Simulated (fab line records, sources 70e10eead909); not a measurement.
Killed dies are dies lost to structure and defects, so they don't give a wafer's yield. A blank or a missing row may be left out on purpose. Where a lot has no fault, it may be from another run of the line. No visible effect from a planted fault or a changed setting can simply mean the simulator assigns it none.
A lot that was struck, set against a sound lot / flow nand_harc / 23 out of 1159 route steps
Sound: the wafers L750.1, L750.3, L750.5. Struck: wafers L744.2, L744.5, L744.6. Last of all comes the cause.
Per side, at each step with rows, come the tool, then ch with its chambers, and then its first start. Under that, the readings that differ: sound wafers / struck wafers / difference of the means / sigmas: that difference in standard deviations of wafers without a fault.
alike: readings with means less than 2 such deviations apart, plus words and numbers identical on both sides. not compared: withheld readings, readings lacking a value on some wafer, bounds such as >300 that could conceal the same value, and numbers that have no deviation in the record and whose values overlap.
The two part at a step that has a row with sigmas, a row that says differs or no value, or rows on one side only. Non-overlapping numbers with no deviation appear without sigmas and do not part them. A reading missing from all wafers of one side parts the sides only when that side holds two or more wafers.

NHARC_A_M0_INSPECT_27:
  sound: defect_inspect-02 at day 21 01:30; struck: defect_inspect-01 at day 19 23:50
  alike: raw_defect_count
NHARC_A_M0_PRE_CLEAN_31: time 12 s.
  sound on pecvd-04 ch 0,1, day 21 01:34; struck on pecvd-04 ch 0,2, day 19 23:56
  alike: heater_power_w
NHARC_A_M0_DEP_32: deposits SiCN, target thk 30 nm.
  sound on pecvd-04 ch 0,1, day 21 01:39; struck on pecvd-04 ch 0,2, day 20 00:04
  alike: chamber_pressure_Torr, heater_power_w
then, 8 steps without rows for these wafers: NHARC_A_M1_DEP_00 (deposits SiOC, target thk 182.5 nm); NHARC_A_M1_DEHYDRATE_01 (time 120 s); NHARC_A_M1_HMDS_02 (time 30 s); NHARC_A_M1_COAT_34 (time 65 s); NHARC_A_M1_COAT_03 (resist thk 90 nm); NHARC_A_M1_SOFTBAKE_04 (time 55 s); NHARC_A_M1_EBR_05; NHARC_A_M1_EXPOSE_06 (exposes mask A M1, target cd 120 nm).
NHARC_A_M1_PEB_07: peb time 65 s.
  sound on litho_track-06 ch 0, day 21 02:47; struck on litho_track-01 ch 0, day 20 01:10
reading=heater_power_total_W (W); sound=156.6 156.2 157.1; struck=135.1 134.6 135.1; difference=-21.7; sigmas=-52
reading=plate_temp_C (C); sound=99.82 100.12 99.69; struck=89.79 89.73 89.68; difference=-10.14; sigmas=-85
then, 1 step without rows for these wafers: NHARC_A_M1_DEVELOP_08 (develop time 35 s).
NHARC_A_M1_CD_MEAS_09 targets a cd of 120 nm.
  sound on cd_sem-01 ch 0, day 21 02:52; struck on cd_sem-03 ch 0, day 20 01:14
reading=cd_nm (nm); sound=118.9 119.2 120.2; struck=77.5 76.3 76.7; difference=-42.6; sigmas=-62
NHARC_A_M1_OVL_MEAS_10: pitch 240 nm.
  sound: overlay-02 at day 21 02:57; struck: overlay-01 at day 20 01:20
reading=overlay_x_nm (nm); sound=-0.5 -1.1 -1.1; struck=1.1 1.4 1.4; difference=+2.2; sigmas=+2
reading=overlay_y_nm (nm); sound=0.0 -0.3 -0.7; struck=1.6 1.5 1.2; difference=+1.8; sigmas=+2
NHARC_A_M1_INSPECT_11:
  sound: defect_inspect-01 at day 21 02:59; struck: defect_inspect-01 at day 20 01:22
  alike: raw_defect_count
NHARC_A_M1_DESCUM_14: chemistry O2, time 3 s.
  sound on rie_diel-09 ch 1,3, day 21 03:04; struck on rie_diel-05 ch 0,1,2, day 20 01:26
reading=model.A_M1.cd_nm (nm); sound=118.4 120.3 119.6; struck=77.8 76.59 76.98; difference=-42.3; sigmas=
  alike: drypump_motor_current_A, oes_product_au, rf_vpp_V, showerhead_plenum_p_Torr, throttle_valve_pct
  not compared: rf_hours_counter_h
NHARC_A_M1_ETCH_35: etches the open film in N2/H2, target depth 40 nm, overetch 12 nm, time 43.94 s.
  sound on rie_diel-09 ch 0,2, day 21 03:08; struck on rie_diel-05 ch 0,1, day 20 01:31
reading=drypump_motor_current_A (A); sound=5.2 5.4 5.3; struck=6.5 5.7 6.5; difference=+0.9; sigmas=+2
  alike: oes_product_au, rf_vpp_V, showerhead_plenum_p_Torr, throttle_valve_pct
  not compared: rf_hours_counter_h
NHARC_A_M1_ETCH_15: etches the open film in C4F8/Ar, target depth 182.5 nm, time 91.2 s.
  sound: rie_diel-09 ch 1,2; struck: rie_diel-05 ch 0,2,3
  alike: oes_product_au, rf_vpp_V
  not compared: rf_hours_counter_h
NHARC_A_M1_CD_MEAS_16:
  sound: cd_sem-02 at day 21 03:21; struck: cd_sem-02 at day 20 01:44
reading=cd_nm (nm); sound=118.6 120.2 119.6; struck=77.9 76.7 77.2; difference=-42.2; sigmas=-49
NHARC_A_M1_STRIP_18: strips in N2/H2.
  sound on rie_diel-09 ch 1,3, day 21 03:26; struck on rie_diel-07 ch 0,1,2, day 20 01:53
  alike: drypump_motor_current_A, oes_product_au, rf_vpp_V, showerhead_plenum_p_Torr, throttle_valve_pct
  not compared: rf_hours_counter_h
NHARC_A_M1_ETCH_28: etches the open film in CF4/N2, target depth 30 nm, time 72.99 s.
  sound: rie_diel-09 ch 1,2; struck: rie_diel-07 ch 0,1,3
reading=model.A_M1.cd_nm (nm); sound=117.9 119.9 119.3; struck=77.83 76.32 77.34; difference=-41.87; sigmas=
  alike: drypump_motor_current_A, oes_product_au, rf_vpp_V, showerhead_plenum_p_Torr, throttle_valve_pct
  not compared: rf_hours_counter_h
then, 1 step without rows for these wafers: NHARC_A_M1_STRIP_19 (strips in post etch residue remover, time 600 s).

## WHERE THEY PART
Last at NHARC_A_M1_CD_MEAS_16 as far as this record goes, first at NHARC_A_M1_PEB_07. Later steps at which nothing parts them and some readings are alike: NHARC_A_M1_STRIP_18, NHARC_A_M1_ETCH_28.

WHY: what the simulator had put in
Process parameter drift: litho_track-01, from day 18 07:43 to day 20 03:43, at NHARC_A_M1_PEB_07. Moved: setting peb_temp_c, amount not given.
